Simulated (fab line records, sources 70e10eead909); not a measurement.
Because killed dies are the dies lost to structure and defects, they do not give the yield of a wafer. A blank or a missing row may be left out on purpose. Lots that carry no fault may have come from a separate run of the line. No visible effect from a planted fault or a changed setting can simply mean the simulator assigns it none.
Struck lot and sound lot, side by side    flow nand_harc    25 steps out of a route of 1159
Sound: these wafers, L928.3, L928.4, L928.6. Wafers struck: L919.1, L919.2, L919.5. At the end, the cause is stated.
At each step with rows: each side's tool, then ch and its chambers, then its first start. Under that, the readings that differ: sound wafers    struck wafers    difference of the means    sigmas: that difference in standard deviations of wafers without a fault.
alike: words and numbers the same on both sides, and readings whose means are apart by under 2 such deviations; not compared: readings that were withheld, readings missing a value for some wafer, numbers with overlapping values and no deviation given by the record, and bounds like >300 which may hide the same value.
A row with sigmas, a row that says differs or no value, or rows on one side alone: a step with any of these is where the two part. Non-overlapping numbers with no deviation appear without sigmas and do not part them. A reading missing from all wafers of one side parts the sides only when that side holds two or more wafers.

first, 4 steps without rows for these wafers: NHARC_P_GATE_PRECLEAN_71 (cleans in SC1); NHARC_P_GATE_SRD_72; NHARC_P_GATE_OXIDE_16 (material SiO2, target thk 3 nm, ox time 392 s); NHARC_P_GATE_CVD_17 (deposits poly-Si, target thk 150 nm, time 900 s).
NHARC_P_GATE_HM_DEP_102: deposits aC, target thk 120 nm.
  sound on acl_dep-01 ch 0, day 9 03:31; struck on acl_dep-03 ch 0, day 7 05:13
  alike: throttle_valve_pct
NHARC_P_GATE_DEP_103: deposits SiON, target thk 30 nm.
  sound on pecvd-01 ch 0,1,2, day 9 04:01; struck on pecvd-02 ch 0,1,2, day 7 05:53
  alike: heater_power_w
then, 6 steps without rows for these wafers: NHARC_P_GATE_DEHYDRATE_18 (time 120 s); NHARC_P_GATE_HMDS_19 (time 30 s); NHARC_P_GATE_COAT_20 (resist thk 90 nm); NHARC_P_GATE_SOFTBAKE_21 (time 55 s); NHARC_P_GATE_EBR_22; NHARC_P_GATE_EXPOSE_23 (exposes mask P GATE, target cd 120 nm).
NHARC_P_GATE_PEB_24: peb time 65 s.
  sound on litho_track-01 ch 0, day 9 04:35; struck on litho_track-04 ch 0, day 7 06:29
reading                   sound               struck             difference  sigmas
heater_power_total_W (W)  156.9 156.7 156.1   151.7 150.7 151.3  -5.3        -13
plate_temp_C (C)          99.98 99.87 100.10  97.65 97.48 97.67  -2.38       -17
then, 1 step without rows for these wafers: NHARC_P_GATE_DEVELOP_25 (develop time 35 s).
NHARC_P_GATE_CD_MEAS_26 targets a cd of 120 nm.
  sound on cd_sem-01 ch 0, day 9 04:40; struck on cd_sem-03 ch 0, day 7 06:33
reading     sound              struck             difference  sigmas
cd_nm (nm)  119.5 119.7 118.8  129.6 129.8 129.5  +10.3       +23
NHARC_P_GATE_OVL_MEAS_27:
  sound: overlay-02 at day 9 04:46; struck: overlay-02 at day 7 06:38
reading            sound           struck       difference  sigmas
overlay_x_nm (nm)  -1.4 -1.3 -1.4  0.5 0.1 0.0  +1.6        +2
overlay_y_nm (nm)  -0.7 0.0 -0.6   2.0 1.7 1.5  +2.2        +2
NHARC_P_GATE_INSPECT_28:
  sound: defect_inspect-01 at day 9 04:48; struck: defect_inspect-01 at day 7 06:41
  alike: raw_defect_count
NHARC_P_GATE_DESCUM_31: chemistry O2, time 3 s.
  sound on rie_diel-08 ch 2,3, day 9 04:56; struck on rie_diel-03 ch 0,2,3, day 7 06:46
reading                      sound              struck           difference  sigmas
drypump_motor_current_A (A)  4.8 5.7 5.7        6.0 6.5 6.2      +0.8        +2
model.P_GATE.cd_nm (nm)      119.9 119.3 119.1  129.7 129 129.6  +10.0       
  alike: oes_product_au, rf_vpp_V, showerhead_plenum_p_Torr, throttle_valve_pct
  not compared: rf_hours_counter_h
then, 1 step without rows for these wafers: NHARC_P_GATE_ETCH_104 (etches the open film in CF4/CHF3, target depth 60 nm).
NHARC_P_GATE_HM_OPEN_105: chemistry O2/COS, target depth 360 nm.
  sound: rie_diel-08 ch 1,3; struck: rie_diel-03 ch 1,3
reading                      sound        struck       difference  sigmas
drypump_motor_current_A (A)  4.9 5.8 4.9  5.7 6.6 6.6  +1.1        +2
  alike: oes_product_au, rf_vpp_V, showerhead_plenum_p_Torr, throttle_valve_pct
  not compared: rf_hours_counter_h
then, 1 step without rows for these wafers: NHARC_P_GATE_STRIP_106 (strips in O2/COS).
NHARC_P_GATE_ETCH_114: etches the open film in CF4/O2, target depth 30 nm, overetch 3 nm, time 16.5 s.
  sound: rie_diel-08 ch 0,2,3; struck: rie_diel-03 ch 0,1,2
  alike: drypump_motor_current_A, oes_product_au, rf_vpp_V, showerhead_plenum_p_Torr, throttle_valve_pct
  not compared: rf_hours_counter_h
NHARC_P_GATE_ETCH_32: etches the open film in HBr/Cl2, target depth 150 nm, time 100.1 s.
  sound on rie_si-05 ch 1,2,3, day 9 05:37; struck on rie_si-04 ch 2,3, day 7 07:13
reading                  sound              struck           difference  sigmas
model.P_GATE.cd_nm (nm)  117.6 117.6 119.4  130.3 131 130.1  +12.3       
  alike: drypump_motor_current_A, oes_product_au, throttle_valve_pct
  not compared: rf_hours_counter_h
NHARC_P_GATE_STRIP_108: strips in O2.
  sound on rie_diel-03 ch 0,2,3, day 9 05:46; struck on rie_diel-08 ch 0,3, day 7 07:22
  alike: drypump_motor_current_A, oes_product_au, rf_vpp_V, showerhead_plenum_p_Torr, throttle_valve_pct
  not compared: rf_hours_counter_h
-- jump in the record: it breaks off in module P_GATE and resumes in module END (first step shown: number 1159 of the route), and 14 days separate the struck wafers' starts before and after --
NHARC_END_SORT_01:
  the record has rows for the struck wafers here (prober-02 ch 0, day 21 16:50) and none for the sound ones

WHERE THEY PART
First at NHARC_P_GATE_PEB_24; last, within this record, at NHARC_END_SORT_01.

WHY: the cause the simulator had injected
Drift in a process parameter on litho_track-04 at NHARC_P_GATE_PEB_24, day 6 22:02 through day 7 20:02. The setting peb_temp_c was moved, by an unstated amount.
